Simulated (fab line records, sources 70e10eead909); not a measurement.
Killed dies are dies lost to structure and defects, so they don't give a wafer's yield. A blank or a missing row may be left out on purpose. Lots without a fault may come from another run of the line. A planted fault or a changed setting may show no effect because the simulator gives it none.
A struck lot beside a sound one | flow nand_harc | 13 steps out of a route of 1302
Sound: wafers L488.4, L488.5, L488.6. Struck: wafers L495.2, L495.5, L495.6. The cause comes at the end.
At each step with rows: each side's tool, then ch and its chambers, then its first start. Under that, the readings that differ: sound wafers | struck wafers | difference of the means | sigmas: that difference in standard deviations of wafers without a fault.
alike: readings whose means differ by less than 2 such deviations, and words and numbers that are the same on both sides. not compared: withheld readings, readings that some wafer has no value for, bounds like >300 that may hide the same value, and numbers for which the record gives no deviation and whose values overlap.
The two part at a step that has a row with sigmas, a row that says differs or no value, or rows on one side only. Numbers that don't overlap but have no deviation are shown without sigmas and don't part them. A reading that every wafer of one side lacks parts them only if that side has two wafers or more.

NHARC_A_STAIRCASE_TRIM_16: chemistry O2, time 211.2 s.
  sound on rie_diel-06 ch 1,2; struck on rie_diel-03 ch 0,1,2
  alike: chamber_pressure_mTorr, drypump_motor_current_A, oes_product_au, rf_vpp_V, showerhead_plenum_p_Torr, throttle_valve_pct
  not compared: rf_hours_counter_h
NHARC_A_STAIRCASE_ETCH_17: etches the open film in C4F8/O2, target depth 100 nm, time 40.5 s.
  sound on rie_diel-06 ch 0,1; struck on rie_diel-03 ch 0,2
  alike: bias_w, chamber_pressure_mTorr, oes_product_au, rf_vpp_V
  not compared: rf_hours_counter_h
then, 2 steps without rows for these wafers: NHARC_A_STAIRCASE_TRIM_18 (chemistry O2, time 211.2 s); NHARC_A_STAIRCASE_ETCH_19 (etches the open film in C4F8/O2, target depth 100 nm, time 40.5 s).
NHARC_A_STAIRCASE_TRIM_20: chemistry O2, time 211.2 s.
  sound on rie_diel-09 ch 1,2,3, day 18 02:21; struck on rie_diel-06 ch 0,1,2, day 21 21:53
  alike: chamber_pressure_mTorr, drypump_motor_current_A, oes_product_au, rf_vpp_V, showerhead_plenum_p_Torr, throttle_valve_pct
  not compared: rf_hours_counter_h
then, 3 steps without rows for these wafers: NHARC_A_STAIRCASE_ETCH_21 (etches the open film in C4F8/O2, target depth 100 nm, time 40.5 s); NHARC_A_STAIRCASE_TRIM_22 (chemistry O2, time 211.2 s); NHARC_A_STAIRCASE_ETCH_23 (etches the open film in C4F8/O2, target depth 100 nm, time 40.5 s).
NHARC_A_STAIRCASE_TRIM_24: chemistry O2, time 211.2 s.
  sound on rie_diel-09 ch 1,2,3; struck on rie_diel-06 ch 0,1,2
  alike: chamber_pressure_mTorr, drypump_motor_current_A, oes_product_au, rf_vpp_V, showerhead_plenum_p_Torr, throttle_valve_pct
  not compared: rf_hours_counter_h
NHARC_A_STAIRCASE_ETCH_25: etches the open film in C4F8/O2, target depth 100 nm, time 40.5 s.
  sound on rie_diel-09 ch 1,2,3; struck on rie_diel-06 ch 0,3
  reading      | sound       | struck      | difference | sigmas
  rf_vpp_V (V) | 893 890 896 | 905 905 904 | +12        | +2
  alike: bias_w, chamber_pressure_mTorr, oes_product_au
  not compared: rf_hours_counter_h
then, 1 step without rows for these wafers: NHARC_A_STAIRCASE_TRIM_26 (chemistry O2, time 211.2 s).
NHARC_A_STAIRCASE_ETCH_27: etches the open film in C4F8/O2, target depth 100 nm, time 40.5 s.
  sound on rie_diel-09 ch 1,2,3, day 18 03:24; struck on rie_diel-06 ch 0,1, day 21 22:46
  no value came back on the struck wafers for bias_w (W), chamber_pressure_mTorr (mTorr), oes_product_au (a.u.), rf_vpp_V (V); on the sound wafers bias_w (W) reads 1003 998 1001
  not compared: rf_hours_counter_h
-- the record jumps here: 8 days lie between the struck wafers' starts before and after (it left off in module A_STAIRCASE and takes up again in module END, whose first step shown is number 1302 of the route) --
NHARC_END_SORT_01:
  the record has rows for the struck wafers here (prober-01 ch 0, day 30 05:21) and none for the sound ones

WHERE THEY PART
First at NHARC_A_STAIRCASE_ETCH_25; last, within this record, at NHARC_END_SORT_01.

WHY: what the simulator had put in
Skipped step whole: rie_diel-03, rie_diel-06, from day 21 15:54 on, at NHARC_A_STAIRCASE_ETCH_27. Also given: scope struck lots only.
